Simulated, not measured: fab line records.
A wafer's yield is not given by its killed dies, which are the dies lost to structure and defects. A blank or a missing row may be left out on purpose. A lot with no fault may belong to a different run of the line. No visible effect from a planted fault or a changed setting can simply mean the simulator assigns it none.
fab line records -- flow n5Finfet
record lots=8, wafers=24, lastDay=16
route steps=1938 shown BEOL_M0_CUTY@712 BEOL_M0@721 BEOL_M4@1111 PASSIVATION@1936
lots untouched by any fault: they come from a run of this same line in which no faults occurred
startH: hours from the record's first day to the start of the lot's first wafer shown -- waitH: time in hours since the lot's previous step -- " repeats the value in the row above -- L1.1+2: one row covering several wafers at once -- - either no value or no given start -- * or withheld: withheld -- < > ~ a bound
route shown NAME@n: names a module that has steps shown in the file, with the first one's number in the route -- usual: mean/standard deviation taken from wafers without a fault -- same: alike in all rows -- chamber/n: place in a boat -- sites: each site's reading -- _std_site: standard deviation of those values -- _edge_site: outer sites' mean less inner sites' -- radiusMm: how far each site lies from the wafer's centre -- mask NAME#n: copy n -- behind: the tool/chamber that last shaped the wafer -- hold: why the lot was held/for how many hours/how that ended -- device: which transistor (n, p or np) failed to switch -- end of line: the route-end tests of the same wafers -- a step with no rows: only its recipe -- killed: at the first sort, the dies lost to defects and structure; wafer yield is something else -- map: the dies of a wafer, with x for killed, . for not killed, _ for no die there
set.NAME: the setting as run; set.NAME@STEP: as run at that earlier step -- model.NAME: the simulator's own value behind a step, which no gauge read
route steps across a sampled set of lots; one table per step, one row per wafer
services: from which hour (startH, from the record's first day; less than 0 if before it) a tool's chamber was out of use, for how many hours, and why
## steps
# step N5_BEOL_M0_CUTY_ETCH_62
# recipe chemistry=CF4, target=SiARC, maskMaterial=CAR-ArF-block, timeS=58.5, ionEnergyEv=80, pressureMtorr=40, sourceW=545, biasW=36, Ar_flow_sccm=100, cf4FlowSccm=100, ends=cleared
# usual biasW=36.01/0.097, cf4FlowSccm=100.0/0.3, drypumpMotorCurrentA=5.7/0.44, etchRfOnTimeS=58.4/0.98, oesProductAu=0.65/0.064, rfVppV=183.8/1, showerheadPlenumPTorr=2.11/0.033, throttleValvePct=15.68/0.25
lot.wafer,tool,chamber,startH,waitH,biasW,cf4FlowSccm,drypumpMotorCurrentA,etchRfOnTimeS,oesProductAu,rfHoursCounterH,rfVppV,showerheadPlenumPTorr,throttleValvePct
L437.1,rieDiel-05,1,120.46,0.0,35.97,100.2,6.0,57.8,0.61,233,184.2,2.11,15.70
L437.2,rieDiel-05,2,120.46,0.0,35.96,99.8,5.1,57.6,0.63,151,183.5,2.06,15.67
L437.3,rieDiel-05,0,120.46,0.0,35.95,100.4,5.1,59.3,0.59,215,184.0,2.12,15.60
L442.1,rieDiel-02,1,150.88,0.0,35.86,100.1,6.1,58.0,0.63,152,183.1,2.14,15.45
L442.4,rieDiel-02,0,150.88,0.0,35.96,99.5,5.7,58.1,0.67,102,181.7,2.07,15.56
L442.5,rieDiel-02,0,150.88,0.0,36.06,100.0,5.7,57.8,0.68,-,184.0,2.07,15.57
L446.1,rieDiel-02,1,175.53,0.0,36.05,99.9,6.1,58.4,0.62,161,183.1,2.14,15.45
L446.3,rieDiel-02,0,175.53,0.0,36.07,100.1,5.6,58.3,0.67,110,183.2,2.07,15.58
L446.6,rieDiel-02,0,175.53,0.0,36.20,100.1,5.6,57.5,0.68,-,184.3,2.07,15.58
L448.3,rieDiel-01,3,192.77,0.0,36.05,99.8,4.8,59.4,0.61,200,184.0,2.13,15.84
L448.4,rieDiel-01,0,192.77,0.0,36.15,99.7,6.5,58.7,0.73,51,185.2,2.09,15.19
L448.5,rieDiel-01,1,192.77,0.0,36.10,100.1,5.7,59.0,0.59,-,183.2,2.11,15.79
L450.2,rieDiel-05,2,198.25,0.0,35.95,100.2,5.2,58.0,0.61,183,184.8,2.05,15.73
L450.4,rieDiel-05,2,198.25,0.0,36.07,100.4,5.2,57.7,0.62,-,181.6,2.05,15.71
L450.6,rieDiel-05,0,198.25,0.0,35.94,100.4,5.1,58.9,0.58,-,183.6,2.11,15.62
L452.1,rieDiel-02,3,214.88,0.0,35.97,99.9,6.0,57.9,0.64,130,184.7,2.15,15.56
L452.2,rieDiel-02,0,214.88,0.0,36.00,99.8,5.6,57.8,0.66,125,181.9,2.06,15.62
L452.6,rieDiel-02,1,214.88,0.0,36.09,100.0,6.1,58.5,0.61,-,184.0,2.14,15.50
L453.1,rieDiel-02,3,218.22,0.0,36.16,99.5,6.0,57.2,0.65,131,184.8,2.15,15.59
L453.4,rieDiel-02,1,218.22,0.0,36.20,100.6,6.1,57.4,0.62,176,184.1,2.14,15.48
L453.6,rieDiel-02,0,218.22,0.0,36.16,100.5,5.6,57.5,0.66,-,183.4,2.06,15.62
L451.2,rieDiel-05,0,220.24,0.0,35.94,100.1,5.1,59.4,0.57,250,184.5,2.11,15.64
L451.3,rieDiel-05,2,220.24,0.0,36.08,99.7,5.1,58.3,0.60,192,183.7,2.04,15.76
L451.6,rieDiel-05,1,220.24,0.0,35.87,100.1,6.0,57.5,0.81,-,183.8,2.11,15.23
# step N5_BEOL_M0_TRENCH_ETCH_107
# recipe chemistry=C4F6/O2, targetDepthA=328, target=SiOC, timeS=16.4, ionEnergyEv=250, pressureMtorr=30, sourceW=355, biasW=185, Ar_flow_sccm=300, C4F6_flow_sccm=10, O2_flow_sccm=10
# usual C4F6_flow_sccm=10.00/0.03, O2_flow_sccm=9.999/0.029, drypumpMotorCurrentA=5.7/0.43, oesProductAu=0.75/0.072, rfVppV=665/4.8, showerheadPlenumPTorr=2.80/0.042, throttleValvePct=20.92/0.24
lot.wafer,tool,chamber,startH,waitH,C4F6_flow_sccm,O2_flow_sccm,drypumpMotorCurrentA,oesProductAu,rfHoursCounterH,rfVppV,showerheadPlenumPTorr,throttleValvePct
L437.1,rieDiel-05,3,124.89,0.0,9.97,10.002,5.7,0.71,194,665,2.82,21.25
L437.2,rieDiel-05,2,124.89,0.0,10.03,9.922,5.1,0.73,153,668,2.73,20.88
L437.3,rieDiel-05,0,124.89,0.0,10.00,9.989,5.1,0.68,217,657,2.82,20.80
L442.1,rieDiel-05,1,154.46,0.0,9.97,10.001,6.0,0.71,246,671,2.80,20.92
L442.4,rieDiel-05,2,154.46,0.0,10.03,9.978,5.1,0.73,165,666,2.72,20.89
L442.5,rieDiel-05,1,154.46,0.0,10.01,9.968,6.0,0.71,-,670,2.80,20.93
L446.1,rieDiel-05,0,176.43,0.0,10.05,10.004,5.1,0.68,230,656,2.81,20.79
L446.3,rieDiel-05,3,176.43,0.0,10.03,9.985,5.8,0.71,212,665,2.82,21.29
L446.6,rieDiel-05,2,176.43,0.0,10.00,10.002,5.1,0.72,-,667,2.72,20.92
L448.3,rieDiel-05,2,195.88,0.0,10.01,10.001,5.1,0.71,181,667,2.72,20.91
L448.4,rieDiel-05,3,195.88,0.0,9.95,9.953,5.7,0.70,-,664,2.81,21.30
L448.5,rieDiel-05,0,195.88,0.0,10.03,9.999,5.1,0.67,-,658,2.81,20.82
L450.2,rieDiel-02,3,200.25,0.0,10.00,10.030,6.1,0.76,125,665,2.86,20.81
L450.4,rieDiel-02,1,200.25,0.0,10.01,9.984,6.1,0.72,170,670,2.84,20.67
L450.6,rieDiel-02,2,200.25,0.0,9.96,9.989,5.9,0.72,-,659,2.84,21.32
L452.1,rieDiel-01,3,215.75,0.0,10.04,10.029,4.8,0.71,211,670,2.82,21.10
L452.2,rieDiel-01,0,215.75,0.0,10.01,10.072,6.5,0.86,56,668,2.78,20.44
L452.6,rieDiel-01,1,215.75,0.0,9.99,9.973,5.7,0.68,-,668,2.79,20.93
L453.1,rieDiel-01,1,220.99,0.0,10.00,9.941,5.7,0.68,251,669,2.79,20.93
L453.4,rieDiel-01,2,220.99,0.0,10.02,9.968,5.7,0.91,23,658,2.79,20.92
L453.6,rieDiel-01,2,220.99,0.0,10.04,9.983,5.7,0.92,-,659,2.79,20.93
L451.2,rieDiel-02,3,221.11,0.0,9.97,10.001,6.1,0.76,132,665,2.86,20.80
L451.3,rieDiel-02,1,221.11,0.0,10.02,9.992,6.1,0.71,176,671,2.84,20.68
L451.6,rieDiel-02,1,221.11,0.0,10.03,9.972,6.1,0.71,-,671,2.84,20.68
# step N5_BEOL_M0_ETCH_109
# recipe chemistry=CH3F/O2, targetDepthA=80, overetchA=24, target=SiCN, timeS=27.4, ionEnergyEv=120, pressureMtorr=30, sourceW=395, biasW=75, Ar_flow_sccm=150, CH3F_flow_sccm=30, O2_flow_sccm=20
# usual CH3F_flow_sccm=30.00/0.091, O2_flow_sccm=20.01/0.054, drypumpMotorCurrentA=5.6/0.48, oesProductAu=0.65/0.06, rfVppV=296.6/0.96, showerheadPlenumPTorr=1.97/0.032, throttleValvePct=16.37/0.24
lot.wafer,tool,chamber,startH,waitH,CH3F_flow_sccm,O2_flow_sccm,drypumpMotorCurrentA,oesProductAu,rfHoursCounterH,rfVppV,showerheadPlenumPTorr,throttleValvePct
L437.1,rieDiel-02,3,125.23,0.2,29.88,19.98,6.1,0.66,100,297.1,2.02,16.22
L437.2,rieDiel-02,2,125.23,0.2,30.07,19.94,5.9,0.64,154,297.4,2.00,16.73
L437.3,rieDiel-02,0,125.23,0.2,30.00,19.97,5.6,0.67,94,295.7,1.94,16.30
L442.1,rieDiel-05,1,154.68,0.0,29.98,19.99,6.0,0.60,246,295.9,1.97,16.43
L442.4,rieDiel-05,2,154.68,0.0,29.97,19.94,5.1,0.64,165,295.1,1.91,16.39
L442.5,rieDiel-05,3,154.68,0.0,30.07,20.03,5.8,0.61,-,298.5,1.98,16.74
L446.1,rieDiel-02,2,176.64,0.0,30.02,20.15,6.0,0.63,171,296.8,2.00,16.75
L446.3,rieDiel-02,3,176.64,0.0,29.85,20.02,6.0,0.66,117,297.7,2.01,16.23
L446.6,rieDiel-02,2,176.64,0.0,29.90,19.97,6.0,0.63,-,297.5,2.00,16.75
L448.3,rieDiel-02,0,196.17,0.0,30.04,20.08,5.7,0.65,118,295.7,1.93,16.33
L448.4,rieDiel-02,3,196.17,0.0,30.11,19.93,6.0,0.65,123,297.0,2.01,16.26
L448.5,rieDiel-02,3,196.17,0.0,30.03,20.02,6.1,0.64,-,296.9,2.01,16.27
L450.2,rieDiel-05,3,200.49,0.1,-,-,-,-,-,-,-,-
L450.4,rieDiel-05,2,200.49,0.1,-,-,-,-,-,-,-,-
L450.6,rieDiel-05,0,200.49,0.1,-,-,-,-,-,-,-,-
L452.1,rieDiel-01,0,216.12,0.2,-,-,-,-,-,-,-,-
L452.2,rieDiel-01,2,216.12,0.2,-,-,-,-,-,-,-,-
L452.6,rieDiel-01,3,216.12,0.2,-,-,-,-,-,-,-,-
L453.1,rieDiel-02,1,221.20,0.0,29.92,20.08,6.1,0.61,177,298.8,1.99,16.18
L453.4,rieDiel-02,2,221.20,0.0,30.03,19.94,6.0,0.62,185,297.4,1.99,16.79
L453.6,rieDiel-02,0,221.20,0.0,30.09,20.01,5.6,0.64,-,295.3,1.93,16.37
L451.2,rieDiel-01,1,221.33,0.0,30.07,20.01,5.7,0.58,251,297.5,1.96,16.48
L451.3,rieDiel-01,0,221.33,0.0,30.05,20.02,6.5,0.73,58,296.8,1.95,15.93
L451.6,rieDiel-01,0,221.33,0.0,30.02,20.13,6.5,0.74,-,295.0,1.95,15.91
# step N5_BEOL_M0_ALD_136
# recipe material=TaN, targetThkA=*, tempC=275, aldPrecursorFamily=PDMAT, aldCoReactant=NH3, pressureTorr=3, carrierFlowSccm=1500, pulseTimeS=2, purgeTimeS=3, coReactantPurgeTimeS=2, coReactantPulseTimeS=3, aldCycles=30, precursorVesselTempC=75, precursorVesselPressureTorr=26.25, precursorVesselCarrierSccm=1000
# usual heaterPowerOuterW=249/35, heaterPowerW=437/52
lot.wafer,tool,chamber,startH,waitH,heaterPowerOuterW,heaterPowerW
L437.1,aldMetal-02,3,125.62,0.0,267,466
L437.2,aldMetal-02,1,125.62,0.0,296,514
L437.3,aldMetal-02,2,125.62,0.0,196,345
L442.1,aldMetal-01,3,155.51,0.1,210,379
L442.4,aldMetal-01,1,155.51,0.1,243,475
L442.5,aldMetal-01,0,155.51,0.1,259,450
L446.1,aldMetal-04,2,177.08,0.0,196,364
L446.3,aldMetal-04,1,177.08,0.0,261,462
L446.6,aldMetal-04,1,177.08,0.0,263,465
L448.3,aldMetal-02,2,196.65,0.0,191,347
L448.4,aldMetal-02,0,196.65,0.0,280,444
L448.5,aldMetal-02,3,196.65,0.0,264,464
L450.2,aldMetal-04,3,201.06,0.1,229,396
L450.4,aldMetal-04,2,201.06,0.1,199,399
L450.6,aldMetal-04,1,201.06,0.1,270,463
L452.1,aldMetal-02,0,217.13,0.3,281,450
L452.2,aldMetal-02,1,217.13,0.3,294,518
L452.6,aldMetal-02,1,217.13,0.3,291,509
L453.1,aldMetal-04,1,221.87,0.0,262,445
L453.4,aldMetal-04,0,221.87,0.0,273,452
L453.6,aldMetal-04,0,221.87,0.0,281,462
L451.2,aldMetal-02,3,221.99,0.0,272,456
L451.3,aldMetal-02,1,221.99,0.0,287,537
L451.6,aldMetal-02,3,221.99,0.0,256,464
# step N5_BEOL_M0_RS_MEAS_126
# recipe thkMeasGauge=four-point-probe, reads=Co_of_BEOL_M0_CO_CAP_123+Cu_of_BEOL_M0_ECD_118+Co_of_BEOL_M0_CVD_115+TaN_of_BEOL_M0_ALD_136
# usual M0_RS=0.531/0.017
lot.wafer,tool,chamber,startH,waitH,M0_RS[ohm/sq]
L437.1,filmMetro-01,-,129.09,0.0,0.530
L437.2,filmMetro-01,-,129.09,0.0,0.535
L437.3,filmMetro-01,-,129.09,0.0,0.531
L442.1,filmMetro-01,-,159.15,0.0,0.513
L442.4,filmMetro-01,-,159.15,0.0,0.502
L442.5,filmMetro-01,-,159.15,0.0,0.520
L446.1,filmMetro-01,-,180.78,0.0,0.524
L446.3,filmMetro-01,-,180.78,0.0,0.533
L446.6,filmMetro-01,-,180.78,0.0,0.515
L448.3,filmMetro-02,-,198.57,0.1,0.521
L448.4,filmMetro-02,-,198.57,0.1,0.481
L448.5,filmMetro-02,-,198.57,0.1,0.527
L450.2,filmMetro-01,-,204.98,0.1,0.610
L450.4,filmMetro-01,-,204.98,0.1,0.579
L450.6,filmMetro-01,-,204.98,0.1,0.605
L452.1,filmMetro-01,-,222.22,0.0,0.588
L452.2,filmMetro-01,-,222.22,0.0,0.580
L452.6,filmMetro-01,-,222.22,0.0,0.575
L453.1,filmMetro-02,-,224.03,0.0,0.575
L453.4,filmMetro-02,-,224.03,0.0,0.533
L453.6,filmMetro-02,-,224.03,0.0,0.544
L451.2,filmMetro-02,-,224.36,0.1,0.552
L451.3,filmMetro-02,-,224.36,0.1,0.536
L451.6,filmMetro-02,-,224.36,0.1,0.535
# step N5_BEOL_M4_RC_MEAS_101
# usual DIBL_N=36.5/1.4, DIBL_P=36.5/1.6, IOFF_N=0.163/0.022, IOFF_P=0.219/0.029, ION_N=675/8.3, ION_P=464/6.2, SS_N=71.5/0.52, SS_P=73.4/0.57, VT_N=249.7/2.6, VT_P=-250/3
lot.wafer,tool,chamber,startH,waitH,DIBL_N[mV/V],DIBL_P[mV/V],IOFF_N[nA/um],IOFF_P[nA/um],ION_N[uA/um],ION_P[uA/um],SS_N[mV/dec],SS_P[mV/dec],VT_N[mV],VT_P[mV]
L437.1,prober-01,0,171.17,0.0,38.3,37.0,0.170,0.252,673,472,71.9,73.3,252.2,-249
L437.2,prober-01,0,171.17,0.0,36.7,34.9,0.139,0.215,661,462,71.2,73.9,254.3,-248
L437.3,prober-01,0,171.17,0.0,36.8,34.5,0.136,0.199,669,468,70.9,73.2,253.8,-249
L442.1,prober-02,0,208.24,0.0,33.4,33.0,0.120,0.162,675,459,71.2,72.3,252.0,-251
L442.4,prober-02,0,208.24,0.0,35.9,36.4,0.169,0.212,688,473,72.3,73.6,247.8,-249
L442.5,prober-02,0,208.24,0.0,33.5,33.4,0.123,0.164,666,457,71.3,72.5,251.7,-254
L446.1,prober-02,0,237.77,0.0,37.1,37.8,0.162,0.220,679,462,72.3,73.8,251.9,-250
L446.3,prober-02,0,237.77,0.0,37.1,37.8,0.166,0.226,674,471,71.2,73.8,248.4,-250
L446.6,prober-02,0,237.77,0.0,36.8,37.4,0.162,0.211,685,466,71.0,73.7,249.9,-251
L448.3,prober-02,0,248.31,0.3,35.3,34.8,0.152,0.225,682,475,71.4,72.7,248.2,-247
L448.4,prober-02,0,248.31,0.3,36.1,35.7,0.169,0.241,677,469,71.4,73.3,247.0,-247
L448.5,prober-02,0,248.31,0.3,35.1,34.3,0.143,0.211,679,467,71.5,72.6,249.3,-250
L453.1,prober-02,0,271.91,0.0,37.0,38.0,0.185,0.256,686,470,71.1,73.8,248.4,-249
L453.4,prober-02,0,271.91,0.0,37.5,37.7,0.187,0.247,677,460,72.3,73.7,250.2,-247
L453.6,prober-02,0,271.91,0.0,37.3,37.9,0.180,0.249,680,467,71.8,73.4,248.8,-246
L451.2,prober-01,0,279.40,0.2,38.6,37.1,0.181,0.226,682,462,72.3,73.7,246.5,-251
L451.3,prober-01,0,279.40,0.2,38.1,36.5,0.173,0.205,678,456,72.3,73.7,248.6,-253
L451.6,prober-01,0,279.40,0.2,38.4,36.5,0.177,0.205,665,450,71.2,73.2,249.0,-254
# step N5_PASSIVATION_PROBE_49
# usual defectLimitedYield=91.2/1.6, killed_at_M0_to_M3=33/11, killed_at_M4_up=15/6.2, killedAtContacts=15/7.1, killedAtFrontEnd=38/12, killedAtOther=4/3.5, killedDies=104/19, killedOnRim=14/4, killedOpen=69/14, killedShort=34/8.5, sort_bin_5_function=5.2/0.99, sort_bin_6_memory=3.3/0.77, sortNPass=1076/19, sortYieldPct=91.2/1.6
# same grossDies=1180, killedAtBackSide=0, sort_bin_4_leakage[%]=0, sort_bin_8_speed[%]=0
lot.wafer,tool,chamber,startH,waitH,defectLimitedYield[%],killed_at_M0_to_M3,killed_at_M4_up,killedAtContacts,killedAtFrontEnd,killedAtOther,killedDies,killedOnRim,killedOpen,killedShort,sort_bin_5_function[%],sort_bin_6_memory[%],sortNPass,sortYieldPct[%]
L452.1,prober-02,-,370.29,0.7,0,1112,18,5,44,1,1180,152,62,34,96.8,3.1,0,0
L452.2,prober-02,-,370.34,0.8,0,1090,20,19,51,0,1180,152,83,32,95.5,4.3,0,0
L452.6,prober-02,-,370.54,1.0,0,1110,31,6,32,1,1180,152,69,31,96.9,2.8,0,0
L450.2,prober-02,-,375.17,0.1,0,1114,4,23,39,0,1180,152,67,33,96.8,3.1,0,0
L450.4,prober-02,-,375.27,0.2,0,1111,17,13,35,4,1180,152,64,33,97.1,2.4,0,0
L450.6,prober-02,-,375.37,0.3,0,1115,9,13,43,0,1180,152,70,28,97.1,2.4,0,0
# killed by level:class
L452.1 BEOL_M0:areaEtch=1083 STI_FIN_REVEAL:geometricParticle:open=13 BEOL_M0_SAQP:geometricParticle:open=9 BEOL_M0_SAQP:geometricParticle:short=9 BEOL_M4:geometricParticle:open=9 DUMMY_GATE:geometricParticle:open=6 DUMMY_GATE:geometricParticle:short=5 BEOL_M2:geometricParticle:short=5
L452.2 BEOL_M0:areaEtch=1064 MOL_CONTACT_COAG:geometricParticle:open=17 BEOL_M4:geometricParticle:open=13 FIN_SAQP:geometricParticle:open=11 FIN_SAQP:geometricParticle:short=11 DUMMY_GATE:geometricParticle:open=7 BEOL_M0_SAQP:geometricParticle:open=7 STI_FIN_REVEAL:geometricParticle:open=6
L452.6 BEOL_M0:areaEtch=1080 BEOL_M4:geometricParticle:open=18 BEOL_M2:geometricParticle:open=9 FIN_SAQP:geometricParticle:open=7 BEOL_M3:geometricParticle:open=7 FIN_SAQP:geometricParticle:short=6 BEOL_M4:geometricParticle:short=5 STI_FIN_REVEAL:geometricParticle:open=4
L450.2 BEOL_M0:areaEtch=1078 MOL_CONTACT_COAG:geometricParticle:open=20 FIN_SAQP:geometricParticle:open=8 BEOL_M3:geometricParticle:open=8 GATE_CUT:geometricParticle:short=7 BEOL_M2:geometricParticle:open=7 FIN_SAQP:geometricParticle:short=6 BEOL_M0_SAQP:geometricParticle:open=6
L450.4 BEOL_M0:areaEtch=1083 MOL_CONTACT_COAG:geometricParticle:open=11 BEOL_M4:geometricParticle:open=9 FIN_SAQP:geometricParticle:open=7 GATE_CUT:geometricParticle:short=7 BEOL_M1:geometricParticle:open=6 GATE_CUT:geometricParticle:open=6 STI_FIN_REVEAL:geometricParticle:open=5
L450.6 BEOL_M0:areaEtch=1081 MOL_CONTACT_COAG:geometricParticle:open=11 FIN_SAQP:geometricParticle:open=10 BEOL_M0_SAQP:geometricParticle:open=10 FIN_SAQP:geometricParticle:short=8 STI_FIN_REVEAL:geometricParticle:open=8 BEOL_M3:geometricParticle:open=7 BEOL_M0_SAQP:geometricParticle:short=6
## services
tool,chamber,startH,hours,kind
aldMetal-04,-,107.79,28.1,pm
aldMetal-02,-,120.53,1.1,repair
rieDiel-01,1,126.77,8.7,repair
aldMetal-02,-,129.48,4.3,pm
rieDiel-01,2,136.93,-,clean
rieDiel-01,2,136.93,-,consumableReplace:focusRing
rieDiel-01,2,136.93,22.3,scheduledDown
rieDiel-01,2,136.93,22.3,ventCycle
rieDiel-05,0,141.50,9.7,repair
aldMetal-04,1,147.14,3.4,repair
aldMetal-04,0,151.62,19.0,repair
rieDiel-05,1,163.92,15.8,repair
rieDiel-05,1,184.07,-,clean
rieDiel-05,1,184.07,-,consumableReplace:focusRing
rieDiel-05,1,184.07,21.9,scheduledDown
rieDiel-05,1,184.07,21.9,ventCycle
aldMetal-04,-,199.22,1.0,repair
rieDiel-01,0,205.00,10.7,repair
rieDiel-05,3,217.36,2.8,repair
rieDiel-05,0,221.67,-,clean
rieDiel-05,0,221.67,-,consumableReplace:focusRing
rieDiel-05,0,221.67,19.9,scheduledDown
rieDiel-05,0,221.67,19.9,ventCycle
## key
firstSign step=N5_BEOL_M0_ETCH_109, reading=toolRecord, direction=missing
effect step=N5_BEOL_M0_RS_MEAS_126, reading=M0_RS, direction=up, sigmas=3.5, usual=0.531, struck=0.590
effect step=N5_PASSIVATION_PROBE_49, reading=killed_at_M0_to_M3, direction=up, sigmas=99+, usual=33, struck=1109
moreKillsBornAt N5_BEOL_M0_ETCH_109@rieDiel-05=3241, N5_BEOL_M0_ETCH_109@rieDiel-01=3227
metAt N5_BEOL_M0_ETCH_109
struckLots L450,L452
laterRowsLeftOut L450.2,L450.4,L450.6,L452.1,L452.2,L452.6
notActingAt N5_BEOL_M0_CUTY_ETCH_62,N5_BEOL_M0_TRENCH_ETCH_107,N5_BEOL_M0_ALD_136
onsetBetween 154.68 200.49
fault kind=skippedStepWhole, tool=rieDiel-01,rieDiel-05, chamber=-, onsetH=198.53, steps=N5_BEOL_M0_ETCH_109, scope=struckLotsOnly
# laterRowsLeftOut: the simulator's readings of these wafers behind a module that went badly wrong aren't trusted and aren't shown, but for the sort
